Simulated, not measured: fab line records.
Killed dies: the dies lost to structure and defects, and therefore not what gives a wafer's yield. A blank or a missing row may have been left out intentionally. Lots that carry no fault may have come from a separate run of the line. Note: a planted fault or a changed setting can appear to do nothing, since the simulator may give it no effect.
Code-filled problem report in 8D (eight disciplines) form + flow nand_harc + the parts of the form that need people (team, actions taken, sign-off) are left out

## 1. WHAT IS WRONG
Mean of killed_dies at NHARC_END_SORT_01: 677 across 4 wafers in 2 lots; on wafers with no fault it is 32 (standard deviation 9). Measured from the usual mean, that is +72 standard deviations.
First seen on wafer L284.1, day 21 23:14, on prober-01. The record has a number at this step for 9 wafers belonging to 3 lots. The rule behind "out" and "out of limits": a value lying over 4 standard deviations away from the usual mean. The other wafers with a number count as sound.

## 2. WHAT IT IS; WHAT IT IS NOT
| question                    | is                             | is not                                                                         |
|-----------------------------|--------------------------------|--------------------------------------------------------------------------------|
| which readings at this step | killed_dies, killed_at_array   | killed_at_other, killed_short                                                  |
| which lots                  | L284, L287                     | L290                                                                           |
| which wafers of those lots  | L284.1, L284.4, L287.4, L287.5 | L284.2, L287.6                                                                 |
| read on which gauges        | prober-01                      | -                                                                              |
| when                        | from day 21 23:14              | up to then (0 sound wafers); but 5 sound wafers of L284, L287, L290 came after |

## 3. WHAT RULES OUT EACH SUSPECT
Counting: if a tool at a process step up to the reading ran every lot that is out, it stays a suspect. Sound lots after the first of them don't rule it out here, since some wafers of a struck lot are sound.
- the gauge at NHARC_END_SORT_01: ruled out. All the wafers that are out were read on prober-01, but those of them that NHARC_A_WL_FILL_ETCHBACK_04 has rows for are out there too, on other tools.
- rie_diel-11 at NHARC_A_SGD_CUT_ETCH_16 (etches the open film in C4F8/O2/Ar, target depth 310.5 nm, time 155.2 s): kept. It ran every lot that is out, first L284 (day 17 23:49). With no start given for some of its lots, NHARC_A_SGD_CUT_ETCH_16 uses the hours and lot order of NHARC_A_WL_FILL_ETCHBACK_04.
- rie_metal-03 at NHARC_A_WL_FILL_ETCHBACK_04 (etches the open film in NF3, target depth 60 nm, time 120 s): kept. It ran every lot that is out, first L284 (day 17 23:49). Out on those wafers are its own readings of run_length_s.
- rie_si-01 at NHARC_A_WL_FILL_ETCHBACK_26 (etches the open film in HBr, target depth 52 nm, time 13.3 s): kept. It ran every lot that is out, first L284 (day 18 13:13).
- Within rie_diel-11 at NHARC_A_SGD_CUT_ETCH_16: the wafers that are out ran in chambers 0, 1, 2; their sound lot-mates ran in chamber 3.
rie_diel-11 at NHARC_A_SGD_CUT_ETCH_16, rie_metal-03 at NHARC_A_WL_FILL_ETCHBACK_04 and rie_si-01 at NHARC_A_WL_FILL_ETCHBACK_26 are what is left after counting.

## 4. THE CAUSE (what the simulator had put in)
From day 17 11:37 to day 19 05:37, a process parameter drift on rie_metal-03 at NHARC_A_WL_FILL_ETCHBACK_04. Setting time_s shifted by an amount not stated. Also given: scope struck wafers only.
Of the 3 suspects that counting leaves, this tool is one.

## 5. THE CHAIN OF EFFECTS, in route order
Each row: a reading whose mean over the struck wafers that have a number lies more than 3 standard deviations from the usual. Scope: only readings with a usual standard deviation given in the record; hours: median across lots of the time from each lot's start at the first step in this table that gives one to its start at this step; sigmas: change in usual standard deviations.
| hours | step                        | reading         | usual   | on struck wafers | change | sigmas      |
|-------|-----------------------------|-----------------|---------|------------------|--------|-------------|
| 0     | NHARC_A_WL_FILL_ETCHBACK_04 | run_length_s    | 141.1 s | 62.2             | -78.9  | -99 or more |
| 100   | NHARC_END_SORT_01           | killed_at_array | 29      | 669              | +640   | +68         |
| 100   | NHARC_END_SORT_01           | killed_dies     | 32      | 677              | +645   | +72         |
Here are the process steps it includes:
- NHARC_A_WL_FILL_ETCHBACK_04: etches the open film in NF3, target depth 60 nm, time 120 s.

## 6. WHAT WOULD HAVE CAUGHT IT SOONER
In this record the first reading out of limits at a measuring or inspecting step was taken at day 21 23:14, 108 hours after the fault began at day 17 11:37.
At NHARC_A_WL_FILL_ETCHBACK_04, the tool's own readings (run_length_s) were out on each struck wafer the step has a row for, so an alarm limit on them would have fired on the first such wafer.
By day 21 23:14, every lot that is out (2) had started NHARC_A_WL_FILL_ETCHBACK_04 on rie_metal-03. Had the tool been put on hold then, not one of them would have been saved.
